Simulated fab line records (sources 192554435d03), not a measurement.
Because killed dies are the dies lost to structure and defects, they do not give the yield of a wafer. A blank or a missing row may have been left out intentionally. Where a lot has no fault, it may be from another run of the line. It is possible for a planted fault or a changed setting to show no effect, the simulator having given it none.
Chamber matching || flow n5_finfet || pecvd-03 running N5_BEOL_M10_DEP_56: 3 sister chambers
The step deposits SiCN from 3MS/NH3, target thk 15 nm, time 26.5 s. 22 wafers are shown with their chamber, then 11 later ones without.

EACH WAFER AND ITS CHAMBER
{"wafer": "L074.1", "chamber": 2, "throttle_valve_pct (%)": 8.3, "showerhead_plenum_p_Torr (Torr)": 3.675}
{"wafer": "L074.4", "chamber": 2, "throttle_valve_pct (%)": 8.7, "showerhead_plenum_p_Torr (Torr)": 3.670}
{"wafer": "L074.6", "chamber": 1, "throttle_valve_pct (%)": 10.0, "showerhead_plenum_p_Torr (Torr)": 3.653}
{"wafer": "L075.2", "chamber": 1, "throttle_valve_pct (%)": 9.7, "showerhead_plenum_p_Torr (Torr)": 3.662}
{"wafer": "L075.3", "chamber": 2, "throttle_valve_pct (%)": 8.5, "showerhead_plenum_p_Torr (Torr)": 3.677}
{"wafer": "L075.6", "chamber": 0, "throttle_valve_pct (%)": 8.1, "showerhead_plenum_p_Torr (Torr)": 3.695}
{"wafer": "L078.2", "chamber": 0, "throttle_valve_pct (%)": 8.8, "showerhead_plenum_p_Torr (Torr)": 3.684}
{"wafer": "L078.3", "chamber": 1, "throttle_valve_pct (%)": 9.8, "showerhead_plenum_p_Torr (Torr)": 3.666}
{"wafer": "L078.5", "chamber": 0, "throttle_valve_pct (%)": 8.4, "showerhead_plenum_p_Torr (Torr)": 3.700}
{"wafer": "L076.1", "chamber": 0, "throttle_valve_pct (%)": 8.6, "showerhead_plenum_p_Torr (Torr)": 3.695}
{"wafer": "L076.3", "chamber": 2, "throttle_valve_pct (%)": 8.6, "showerhead_plenum_p_Torr (Torr)": 3.672}
{"wafer": "L076.6", "chamber": 0, "throttle_valve_pct (%)": 8.6, "showerhead_plenum_p_Torr (Torr)": 3.708}
{"wafer": "L082.2", "chamber": 0, "throttle_valve_pct (%)": 8.3, "showerhead_plenum_p_Torr (Torr)": 3.705}
{"wafer": "L082.3", "chamber": 1, "throttle_valve_pct (%)": 9.8, "showerhead_plenum_p_Torr (Torr)": 3.663}
{"wafer": "L082.4", "chamber": 2, "throttle_valve_pct (%)": 8.5, "showerhead_plenum_p_Torr (Torr)": 3.673}
{"wafer": "L084.3", "chamber": 0, "throttle_valve_pct (%)": 8.6, "showerhead_plenum_p_Torr (Torr)": 3.703}
{"wafer": "L084.4", "chamber": 1, "throttle_valve_pct (%)": 9.7, "showerhead_plenum_p_Torr (Torr)": 3.661}
{"wafer": "L084.6", "chamber": 2, "throttle_valve_pct (%)": 8.5, "showerhead_plenum_p_Torr (Torr)": 3.676}
{"wafer": "L085.1", "chamber": 2, "throttle_valve_pct (%)": 8.6, "showerhead_plenum_p_Torr (Torr)": 3.677}
{"wafer": "L085.3", "chamber": 0, "throttle_valve_pct (%)": 8.7, "showerhead_plenum_p_Torr (Torr)": 3.697}
{"wafer": "L085.5", "chamber": 1, "throttle_valve_pct (%)": 10.0, "showerhead_plenum_p_Torr (Torr)": 3.666}
{"wafer": "L087.2", "chamber": 0, "throttle_valve_pct (%)": 8.3, "showerhead_plenum_p_Torr (Torr)": 3.708}

SIGNATURES (averages over the wafers above)
{"reading": "throttle_valve_pct", "chamber 0": 8.489, "chamber 1": 9.833, "chamber 2": 8.529, "scatter within a chamber": 0.177}
{"reading": "showerhead_plenum_p_Torr", "chamber 0": 3.69944, "chamber 1": 3.66183, "chamber 2": 3.67429, "scatter within a chamber": 0.00577}
Rule: distance of a wafer from a chamber = root of the sum over the readings of ((wafer's reading minus chamber's mean) / reading's scatter) squared. The wafer belongs to the nearest chamber; if the next one is less than 2 further off, it can't be placed. The scatter: the root of (the sum of the squares of (reading less its chamber's mean) over the shown wafers, divided by (wafers less chambers)).

WAFERS MISSING THEIR CHAMBER
{"wafer": "L087.5", "throttle_valve_pct (%)": 8.3, "showerhead_plenum_p_Torr (Torr)": 3.697}
{"wafer": "L087.6", "throttle_valve_pct (%)": 9.8, "showerhead_plenum_p_Torr (Torr)": 3.658}
{"wafer": "L091.2", "throttle_valve_pct (%)": 9.7, "showerhead_plenum_p_Torr (Torr)": 3.664}
{"wafer": "L091.3", "throttle_valve_pct (%)": 9.6, "showerhead_plenum_p_Torr (Torr)": 3.653}
{"wafer": "L091.5", "throttle_valve_pct (%)": 8.5, "showerhead_plenum_p_Torr (Torr)": 3.679}
{"wafer": "L090.3", "throttle_valve_pct (%)": 8.9, "showerhead_plenum_p_Torr (Torr)": 3.682}
{"wafer": "L090.4", "throttle_valve_pct (%)": 8.5, "showerhead_plenum_p_Torr (Torr)": 3.700}
{"wafer": "L090.6", "throttle_valve_pct (%)": 8.5, "showerhead_plenum_p_Torr (Torr)": 3.672}
{"wafer": "L097.2", "throttle_valve_pct (%)": 10.0, "showerhead_plenum_p_Torr (Torr)": 3.665}
{"wafer": "L097.3", "throttle_valve_pct (%)": 8.5, "showerhead_plenum_p_Torr (Torr)": 3.706}
{"wafer": "L097.6", "throttle_valve_pct (%)": 8.4, "showerhead_plenum_p_Torr (Torr)": 3.705}

EACH ONE'S CHAMBER
{"wafer": "L087.5", "from the rows above": 0, "in truth": 0}
{"wafer": "L087.6", "from the rows above": 1, "in truth": 1}
{"wafer": "L091.2", "from the rows above": 1, "in truth": 1}
{"wafer": "L091.3", "from the rows above": 1, "in truth": 1}
{"wafer": "L091.5", "from the rows above": 2, "in truth": 2}
{"wafer": "L090.3", "from the rows above": "can't be placed: 2 or 0", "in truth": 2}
{"wafer": "L090.4", "from the rows above": 0, "in truth": 0}
{"wafer": "L090.6", "from the rows above": 2, "in truth": 2}
{"wafer": "L097.2", "from the rows above": 1, "in truth": 1}
{"wafer": "L097.3", "from the rows above": 0, "in truth": 0}
{"wafer": "L097.6", "from the rows above": 0, "in truth": 0}
Correctly placed: 10 of 11. From these rows, 1 cannot be placed; in 1 the true chamber is one of the candidates. Wrongly placed: 0.
